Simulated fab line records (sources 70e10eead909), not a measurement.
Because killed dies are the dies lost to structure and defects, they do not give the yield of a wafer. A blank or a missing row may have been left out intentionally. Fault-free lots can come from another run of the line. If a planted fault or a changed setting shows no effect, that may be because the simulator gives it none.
Matching of chambers    flow nand-harc    pecvd-03 running NHARC_A_SLIT_DEP_23: 3 sister chambers
The step deposits SiON, target thk 100 nm. 3 wafers are shown with their chamber, then 10 later ones without.

== WAFERS, EACH WITH ITS CHAMBER ==
wafer   chamber  heater-power-w (W)
L083.2  2        631
L086.1  0        724
L086.3  1        772

== WAFERS WITH NO CHAMBER GIVEN ==
wafer   heater-power-w (W)
L086.5  784
L090.1  704
L090.2  671
L090.6  730
L093.3  703
L093.4  718
L093.5  717
L096.2  762
L096.3  711
L096.4  699

== WHICH CHAMBER EACH ONE RAN IN ==
wafer    from the rows above       in truth
L086.5   1                         1
L090.1   0                         0
L090.2   can't be placed: 2 or 0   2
L090.6   can't be placed: 0 or 1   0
L093.3   0                         0
L093.4   0                         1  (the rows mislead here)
L093.5   0                         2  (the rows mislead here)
L096.2   can't be placed: 1 or 0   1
L096.3   0                         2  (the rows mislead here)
L096.4   0                         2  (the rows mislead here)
Placed correctly: 3 of 10. Not placeable from these rows: 3 (in 3, the candidates include the true chamber). 4 placed wrongly.
How it was worked out, from the rows above alone: a wafer's distance from a chamber is the root of the sum, over the readings, of the square of ((its reading less the chamber's mean) divided by the reading's scatter). The wafer belongs to the nearest chamber; if the next one is less than 2 further off, it can't be placed. For every chamber, the mean is computed from those of its wafers that are shown. The scatter: with one shown wafer a chamber, the root of the mean of the squares of how far each hidden wafer lies from its nearest shown one.
